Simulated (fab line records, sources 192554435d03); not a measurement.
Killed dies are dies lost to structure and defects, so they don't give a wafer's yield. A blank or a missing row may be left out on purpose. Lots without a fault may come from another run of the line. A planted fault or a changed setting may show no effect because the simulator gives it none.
A struck lot beside a sound one | flow n5_finfet | 38 steps out of a route of 1938
Sound: wafers L453.1, L453.4, L453.5. Struck: wafer L459.5. (L459.2, L459.4 of the same lot were not struck and are left out.) The cause comes at the end.
At each step with rows: each side's tool, then ch and its chambers, then its first start. Under that, the readings that differ: sound wafers | struck wafers | difference of the means | sigmas: that difference in standard deviations of wafers without a fault.
alike: readings whose means differ by less than 2 such deviations, and words and numbers that are the same on both sides. not compared: withheld readings, readings that some wafer has no value for, bounds like >300 that may hide the same value, and numbers for which the record gives no deviation and whose values overlap.
The two part at a step that has a row with sigmas, a row that says differs or no value, or rows on one side only. Numbers that don't overlap but have no deviation are shown without sigmas and don't part them. A reading that every wafer of one side lacks parts them only if that side has two wafers or more.

first, 9 steps without rows for these wafers: N5_BEOL_M1_ANNEAL_95 (time 240 s); N5_BEOL_M1_SPUTTER_96 (material Cu, target thk 4.5 nm, time 8.29 s); N5_BEOL_M1_ECD_50 (material Cu, target thk 300 nm); N5_BEOL_M1_ANNEAL_51 (time 90 s); N5_BEOL_M1_CMP_52 (polishes, stops on SiOC, t overpolish 6.8 s, target thk 40 nm); N5_BEOL_M1_PRE_CLEAN_60 (time 15 s); N5_BEOL_M1_CO_CAP_55 (material Co, precursor CCTBA/H2, target thk 2 nm, time 102.1 s); N5_BEOL_M1_PRE_CLEAN_56 (time 15 s); N5_BEOL_M1_DEP_57 (deposits SiCN from 3MS/NH3, target thk 8 nm, time 14 s).
N5_BEOL_M2_ILD_DEP_00: deposits SiOC from DEMS/O2, target thk 79 nm, time 15.3 s.
  sound on pecvd-01 ch 1,2, day 6 20:36; struck on pecvd-01 ch 2, day 8 06:52
  reading                                      | sound        | struck | difference | sigmas
  model.SiOC_of_BEOL_M2_ILD_DEP_00.thk_nm (nm) | 79.8 81 80.2 | 108.2  | +27.9      |
  alike: heater_power_w, showerhead_plenum_p_Torr, throttle_valve_pct
  not compared: since_wet_clean_h
N5_BEOL_M2_THK_MEAS_01:
  sound on film_metro-01, day 6 20:40; struck on film_metro-02, day 8 06:56
  reading         | sound          | struck | difference | sigmas
  M2_ILD_THK (nm) | 79.7 81.0 80.3 | 108.2  | +27.9      | +25
then, 24 steps without rows for these wafers: N5_BEOL_M2_PECVD_72 (deposits SiO2 from TEOS/O2, target thk 16 nm, time 18 s); N5_BEOL_M2_HM_DEP_02 (deposits TiN, target thk 20 nm); N5_BEOL_M2_COAT_61 (time 60 s, resist thk 60 nm); N5_BEOL_M2_COAT_62 (time 60 s, resist thk 12 nm); N5_BEOL_M2_COAT_73 (time 60 s, resist thk 5 nm); N5_BEOL_M2_COAT_05 (resist thk 30 nm); N5_BEOL_M2_EBR_07; N5_BEOL_M2_SOFTBAKE_06 (time 60 s); N5_BEOL_M2_EXPOSE_08 (exposes mask M2); N5_BEOL_M2_PEB_09 (peb time 60 s); N5_BEOL_M2_DEVELOP_10 (develop time 30 s); N5_BEOL_M2_DESCUM_16 (chemistry O2, time 7 s); N5_BEOL_M2_ETCH_74 (etches underlayer in N2/H2, target depth 6.5 nm, time 5.2 s); N5_BEOL_M2_ETCH_63 (etches SiARC in CF4, target depth 15.6 nm, time 26 s); N5_BEOL_M2_ETCH_64 (etches SOC in N2/H2, target depth 75 nm, overetch 22.5 nm, time 121.9 s); N5_BEOL_M2_STRIP_65 (strips in N2/H2); N5_BEOL_M2_STRIP_75 (strips in N2/H2); N5_BEOL_M2_STRIP_66 (strips in CF4); N5_BEOL_M2_HM_OPEN_17 (chemistry Cl2/BCl3, target TiN, target depth 20 nm, overetch 6 nm); N5_BEOL_M2_STRIP_19 (strips in O2); N5_BEOL_M2_COAT_67 (time 60 s, resist thk 60 nm); N5_BEOL_M2_COAT_68 (time 60 s, resist thk 12 nm); N5_BEOL_M2_COAT_76 (time 60 s, resist thk 5 nm); N5_BEOL_M2_COAT_22 (resist thk 30 nm).
N5_BEOL_M2_CMP_52: polishes, stops on SiOC, t overpolish 6.8 s, target thk 40 nm.
  sound on cmp-02 ch 0,1,2, day 7 04:28; struck on cmp-03 ch 2, day 8 15:59
  reading                                      | sound        | struck | difference | sigmas
  model.SiOC_of_BEOL_M2_ILD_DEP_00.thk_nm (nm) | 76.8 78 77.2 | 105.2  | +27.9      |
  alike: motor_current_A
N5_BEOL_M4_RC_MEAS_101:
  the record has rows for the sound wafers here (prober-01 ch 0, day 8 03:41) and none for the struck ones
-- the record jumps here: 5 days lie between the struck wafers' starts before and after (it left off in module BEOL_M4 and takes up again in module PASSIVATION, whose first step shown is number 1936 of the route) --
N5_PASSIVATION_PROBE_49:
  sound on prober-02, day 11 23:28; struck on prober-01, day 13 23:13
  reading                  | sound          | struck | difference | sigmas
  defect_limited_yield (%) | 91.1 91.7 88.7 | 11.4   | -79.1      | -56
  killed_at_M0_to_M3       | 25 24 34       | 978    | +950       | +99 or more
  killed_dies              | 105 98 133     | 1046   | +934       | +58
  killed_on_rim            | 19 12 21       | 59     | +42        | +10
  killed_short             | 34 33 53       | 22     | -18        | -2
  sort_bin_5_function (%)  | 5.7 5.0 6.9    | 85.6   | +79.7      | +88
  sort_n_pass              | 1075 1082 1047 | 134    | -934       | -58
  sort_yield_pct (%)       | 91.1 91.7 88.7 | 11.4   | -79.1      | -56
  alike: killed_at_M4_up, killed_at_contacts, killed_at_front_end, killed_at_other, killed_open, sort_bin_6_memory

WHERE THEY PART
First at N5_BEOL_M2_THK_MEAS_01; last, within this record, at N5_PASSIVATION_PROBE_49.

WHY: what the simulator had put in
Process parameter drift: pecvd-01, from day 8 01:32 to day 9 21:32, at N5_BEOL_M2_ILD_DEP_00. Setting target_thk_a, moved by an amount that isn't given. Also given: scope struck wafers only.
